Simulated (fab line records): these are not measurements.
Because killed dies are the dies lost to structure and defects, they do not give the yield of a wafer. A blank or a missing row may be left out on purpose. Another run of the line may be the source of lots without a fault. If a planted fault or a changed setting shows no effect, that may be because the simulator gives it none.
Matching of chambers	flow n5-finfet	rie-diel-01 running N5_BEOL_M2_ETCH_70: 4 sister chambers
The step etches SOC in N2/H2, target depth 80 nm, overetch 24 nm, time 130 s. 8 wafers are shown with their chamber, then 12 later ones without.

## WAFERS WITH THEIR CHAMBER
wafer	chamber	throttle-valve-pct (%)	showerhead-plenum-p-Torr (Torr)
L082.4	2	17.74	2.45
L084.5	1	17.95	2.50
L085.3	1	17.96	2.50
L086.3	3	17.53	2.46
L086.6	0	18.28	2.52
L087.1	3	17.54	2.45
L087.3	2	17.75	2.45
L087.6	0	18.25	2.52

## WAFERS WITHOUT THEIR CHAMBER
wafer	throttle-valve-pct (%)	showerhead-plenum-p-Torr (Torr)
L093.1	17.78	2.44
L093.3	17.57	2.45
L093.4	17.76	2.44
L091.2	17.78	2.44
L091.5	17.97	2.49
L091.6	17.78	2.44
L094.1	17.98	2.49
L094.5	17.98	2.49
L094.6	17.79	2.44
L095.3	17.77	2.44
L095.4	18.00	2.49
L095.6	17.59	2.45

## EACH ONE'S CHAMBER
wafer	from the rows above	in truth
L093.1	2	2
L093.3	3	3
L093.4	2	2
L091.2	2	2
L091.5	1	1
L091.6	2	2
L094.1	1	1
L094.5	1	1
L094.6	2	2
L095.3	2	2
L095.4	1	1
L095.6	3	3
Correctly placed: 12 of 12. Left unplaced by these rows: 0. 0 placed wrongly.
How it was worked out, from the rows above alone: a wafer's distance from a chamber is the root of the sum, over the readings, of the square of ((its reading less the chamber's mean) divided by the reading's scatter). If the next closest chamber is less than 2 further off than the closest, the wafer can't be placed; otherwise it belongs to the closest. For every chamber, the mean is computed from those of its wafers that are shown. How the scatter is found: for the shown wafers, subtract from each reading the mean of its chamber, square and add these, divide the total by (wafers less chambers), then take the root.
